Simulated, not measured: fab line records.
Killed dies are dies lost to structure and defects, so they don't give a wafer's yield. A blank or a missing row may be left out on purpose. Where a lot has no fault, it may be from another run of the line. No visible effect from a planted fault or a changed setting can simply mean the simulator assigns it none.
Chamber matching -- flow nand harc -- 4 sister chambers for NHARC_P_BONDPAD_CMP_32 on cmp-01
The step polishes SiCN, target thk 200 nm. 22 wafers are shown with their chamber, then 11 later ones without.

WAFERS PAIRED WITH THEIR CHAMBERS
wafer,chamber,motor current A (A)
L074.1,0,10.9
L074.2,1,13.1
L074.3,3,13.2
L075.2,2,13.5
L075.3,3,12.2
L075.5,2,13.1
L078.2,1,13.5
L078.4,0,10.9
L078.5,2,13.6
L079.2,3,12.7
L079.5,0,10.4
L079.6,1,13.3
L085.2,0,11.0
L085.3,2,13.3
L085.5,1,13.3
L086.1,1,13.2
L086.2,0,10.4
L086.3,3,12.0
L091.1,2,14.2
L091.3,1,13.4
L091.4,3,12.8
L093.1,3,11.9

SIGNATURES (averages over the wafers above)
reading,chamber 0,chamber 1,chamber 2,chamber 3,scatter within a chamber
motor current A,10.720,13.300,13.540,12.467,0.369
Rule: a wafer's distance from a chamber is the root of the sum, over the readings, of the square of ((its reading less the chamber's mean) divided by the reading's scatter). The wafer belongs to the nearest chamber; if the next one is less than 2 further off, it can't be placed. The scatter is the square root of a quotient: the sum, over the shown wafers, of each reading's squared deviation from its chamber's mean, divided by wafers minus chambers.

WAFERS WHOSE CHAMBER IS MISSING
wafer,motor current A (A)
L093.3,13.3
L093.6,13.1
L094.2,11.5
L094.3,11.0
L094.4,13.2
L095.3,14.0
L095.5,10.3
L095.6,13.0
L096.1,13.4
L096.5,10.9
L096.6,12.5

WHICH CHAMBER EACH ONE RAN IN
wafer,from the rows above,in truth
L093.3,can't be placed: 1 or 2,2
L093.6,can't be placed: 1 or 2 or 3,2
L094.2,can't be placed: 0 or 3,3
L094.3,0,0
L094.4,can't be placed: 1 or 2 or 3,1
L095.3,can't be placed: 2 or 1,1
L095.5,0,0
L095.6,can't be placed: 1 or 3 or 2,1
L096.1,can't be placed: 1 or 2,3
L096.5,0,0
L096.6,3,3
Placed correctly: 4 of 11. These rows do not allow placing 7 (true chamber among the candidates in 6). Placed wrongly: 0.
